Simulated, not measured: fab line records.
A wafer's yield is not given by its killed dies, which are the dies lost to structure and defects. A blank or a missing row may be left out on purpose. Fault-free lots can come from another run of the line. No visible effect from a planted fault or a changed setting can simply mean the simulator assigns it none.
Which tool was responsible? / flow n5_finfet / 10 lots, 28 wafers sampled, at 3 steps of a route of 1938

## WHAT THE GAUGES READ, wafer by wafer
N5_BEOL_M4_RC_MEAS_101. Usual: DIBL_N 36.0 mV/V, standard deviation 2.2; DIBL_P 36.2 mV/V, standard deviation 2.4; IOFF_N 0.16 nA/um, standard deviation 0.035; IOFF_P 0.21 nA/um, standard deviation 0.037; ION_N 672 uA/um, standard deviation 13; ION_P 461 uA/um, standard deviation 7; SS_N 71.4 mV/dec, standard deviation 0.69; SS_P 73.2 mV/dec, standard deviation 0.75; VT_N 250 mV, standard deviation 3.4; VT_P -251 mV, standard deviation 3.
lot=L506; measured=day 9 10:32; on=prober-01; DIBL_N (mV/V)=38.5 39.2; DIBL_P (mV/V)=37.1 37.9; IOFF_N (nA/um)=0.18 0.21; IOFF_P (nA/um)=0.22 0.24; ION_N (uA/um)=671 679; ION_P (uA/um)=458 458; SS_N (mV/dec)=72.7 71.8; SS_P (mV/dec)=73.8 73.9; VT_N (mV)=247 248; VT_P (mV)=-250 -246; flag=
lot=L504; measured=day 9 13:01; on=prober-01; DIBL_N (mV/V)=33.9 35.4 35.7; DIBL_P (mV/V)=34.2 35.7 36.5; IOFF_N (nA/um)=0.12 0.16 0.17; IOFF_P (nA/um)=0.17 0.19 0.21; ION_N (uA/um)=659 677 694; ION_P (uA/um)=451 457 467; SS_N (mV/dec)=71.3 71.1 70.8; SS_P (mV/dec)=73.7 73.4 73.6; VT_N (mV)=252 250 246; VT_P (mV)=-257 -253 -252; flag=
lot=L505; measured=day 9 15:42; on=prober-02; DIBL_N (mV/V)=33.4 30.8 33.7; DIBL_P (mV/V)=33.8 32.2 34.7; IOFF_N (nA/um)=0.13 0.10 0.14; IOFF_P (nA/um)=0.17 0.16 0.19; ION_N (uA/um)=678 659 679; ION_P (uA/um)=460 462 465; SS_N (mV/dec)=70.8 70.2 70.8; SS_P (mV/dec)=72.1 72.1 72.4; VT_N (mV)=252 257 249; VT_P (mV)=-251 -254 -253; flag=
lot=L510; measured=day 10 19:05; on=prober-01; DIBL_N (mV/V)=35.2 32.3 35.6; DIBL_P (mV/V)=34.8 32.9 36.0; IOFF_N (nA/um)=0.14 0.11 0.14; IOFF_P (nA/um)=0.18 0.16 0.19; ION_N (uA/um)=665 655 667; ION_P (uA/um)=455 454 461; SS_N (mV/dec)=71.1 70.3 71.0; SS_P (mV/dec)=72.2 71.8 72.8; VT_N (mV)=253 254 251; VT_P (mV)=-255 -252 -254; flag=
lot=L509; measured=day 10 20:53; on=prober-02; DIBL_N (mV/V)=37.0 36.6 34.1; DIBL_P (mV/V)=39.5 38.0 35.2; IOFF_N (nA/um)=0.18 0.17 0.13; IOFF_P (nA/um)=0.26 0.23 0.19; ION_N (uA/um)=667 674 660; ION_P (uA/um)=465 460 463; SS_N (mV/dec)=72.0 71.6 71.6; SS_P (mV/dec)=74.1 74.1 72.9; VT_N (mV)=252 248 254; VT_P (mV)=-250 -251 -254; flag=
lot=L519; measured=day 13 11:36; on=prober-02; DIBL_N (mV/V)=35.1 35.3 35.8; DIBL_P (mV/V)=36.3 35.5 37.0; IOFF_N (nA/um)=0.15 0.15 0.16; IOFF_P (nA/um)=0.22 0.19 0.23; ION_N (uA/um)=664 677 677; ION_P (uA/um)=461 457 463; SS_N (mV/dec)=71.1 70.9 71.8; SS_P (mV/dec)=73.1 73.1 73.0; VT_N (mV)=248 251 250; VT_P (mV)=-250 -252 -248; flag=
lot=L520; measured=day 13 15:56; on=prober-02; DIBL_N (mV/V)=34.0 34.9; DIBL_P (mV/V)=34.4 34.8; IOFF_N (nA/um)=0.13 0.14; IOFF_P (nA/um)=0.17 0.18; ION_N (uA/um)=664 663; ION_P (uA/um)=454 455; SS_N (mV/dec)=71.3 72.2; SS_P (mV/dec)=72.1 72.4; VT_N (mV)=252 252; VT_P (mV)=-252 -253; flag=
lot=L522; measured=day 13 16:46; on=prober-01; DIBL_N (mV/V)=40.9 38.3 38.9; DIBL_P (mV/V)=41.1 37.2 38.2; IOFF_N (nA/um)=0.26 0.18 0.20; IOFF_P (nA/um)=0.30 0.23 0.24; ION_N (uA/um)=700 689 691; ION_P (uA/um)=476 466 462; SS_N (mV/dec)=72.6 71.8 71.8; SS_P (mV/dec)=75.2 73.6 74.7; VT_N (mV)=243 249 249; VT_P (mV)=-247 -251 -249; flag=
lot=L526; measured=day 15 02:20; on=prober-02; DIBL_N (mV/V)=37.0 37.4 35.2; DIBL_P (mV/V)=38.6 39.4 37.4; IOFF_N (nA/um)=0.19 0.20 0.17; IOFF_P (nA/um)=0.23 0.23 0.21; ION_N (uA/um)=689 696 681; ION_P (uA/um)=460 470 468; SS_N (mV/dec)=71.7 72.3 71.6; SS_P (mV/dec)=74.1 73.4 73.8; VT_N (mV)=247 247 250; VT_P (mV)=-250 -251 -251; flag=
lot=L527; measured=day 15 05:06; on=prober-01; DIBL_N (mV/V)=36.0 37.5 36.2; DIBL_P (mV/V)=35.5 37.4 36.2; IOFF_N (nA/um)=0.14 0.18 0.16; IOFF_P (nA/um)=0.20 0.24 0.21; ION_N (uA/um)=676 682 678; ION_P (uA/um)=466 473 466; SS_N (mV/dec)=70.8 71.7 71.3; SS_P (mV/dec)=73.0 73.2 73.0; VT_N (mV)=251 249 250; VT_P (mV)=-249 -247 -248; flag=

N5_BEOL_M12_CD_MEAS_17: the cd target is 140 nm. Usual: cd_nm reads 140.6 nm (standard deviation 2).
lot=L506; measured=day 12 02:48; on=cd_sem-01; cd_nm (nm)=138.7 140.9; flag=
lot=L504; measured=day 12 07:59; on=cd_sem-01; cd_nm (nm)=141.5 140.5 140.6; flag=
lot=L505; measured=day 12 11:02; on=cd_sem-02; cd_nm (nm)=138.8 141.9 144.2; flag=
lot=L510; measured=day 13 13:10; on=cd_sem-02; cd_nm (nm)=132.9 139.4 138.7; flag=
lot=L509; measured=day 13 13:19; on=cd_sem-02; cd_nm (nm)=144.5 143.5 142.9; flag=
lot=L519; measured=day 16 13:22; on=cd_sem-02; cd_nm (nm)=136.7 141.3 141.6; flag=
lot=L520; measured=day 16 13:45; on=cd_sem-01; cd_nm (nm)=142.0 141.8; flag=
lot=L522; measured=day 16 14:33; on=cd_sem-03; cd_nm (nm)=141.0 140.2 139.8; flag=
lot=L526; measured=day 18 01:37; on=cd_sem-03; cd_nm (nm)=141.6 141.0 141.8; flag=
lot=L527; measured=day 17 20:59; on=cd_sem-01; cd_nm (nm)=142.0 141.1 142.4; flag=

N5_BEOL_M12_CD_MEAS_28: the cd target is 160.2 nm. Usual: cd_nm reads 160.1 nm (standard deviation 1.5).
lot=L506; measured=day 12 03:08; on=cd_sem-02; cd_nm (nm)=160.3 158.4; flag=
lot=L504; measured=day 12 08:18; on=cd_sem-01; cd_nm (nm)=159.0 160.8 157.8; flag=
lot=L505; measured=day 12 11:29; on=cd_sem-02; cd_nm (nm)=160.1 159.0 161.0; flag=
lot=L510; measured=day 13 13:30; on=cd_sem-03; cd_nm (nm)=161.9 159.3 160.1; flag=
lot=L509; measured=day 13 13:46; on=cd_sem-03; cd_nm (nm)=160.7 161.8 160.8; flag=
lot=L519; measured=day 16 13:41; on=cd_sem-03; cd_nm (nm)=160.4 159.4 160.4; flag=
lot=L520; measured=day 16 14:05; on=cd_sem-02; cd_nm (nm)=159.6 161.0; flag=
lot=L522; measured=day 16 15:00; on=cd_sem-01; cd_nm (nm)=158.2 160.0 159.7; flag=
lot=L526; measured=day 18 01:56; on=cd_sem-01; cd_nm (nm)=160.0 158.0 158.5; flag=
lot=L527; measured=day 17 21:26; on=cd_sem-02; cd_nm (nm)=160.8 160.6 162.5; flag=

## EACH LOT AND THE TOOL THAT RAN IT (in order: tool; ch and the chambers of the sampled wafers; start)
The record shows no process step preceding these readings.

## WHAT THE TOOLS THEMSELVES READ (means of the sampled wafers that have a number; where no wafer has one, the mark that the record gives instead)
The record holds no such reading with a usual standard deviation.

## THE ANSWER, worked out from the rows above alone
Rule: a lot is off if the mean of its wafers that have a number lies more than 3 standard deviations from the usual mean. Also off: a lot with no number at a reading for which 4 or more lots have one. Any other lot the step has rows for is counted as sound. After the gauges, taken in route order, come the tools' own readings; for these a lot's mean is taken, as printed above. At the first step where some lot is off, the reading lying furthest off is the one used; lots without a number count as furthest.
None of the lots is off at any reading shown; this tells nothing.

## WHAT HAD BEEN PUT IN BY THE SIMULATOR
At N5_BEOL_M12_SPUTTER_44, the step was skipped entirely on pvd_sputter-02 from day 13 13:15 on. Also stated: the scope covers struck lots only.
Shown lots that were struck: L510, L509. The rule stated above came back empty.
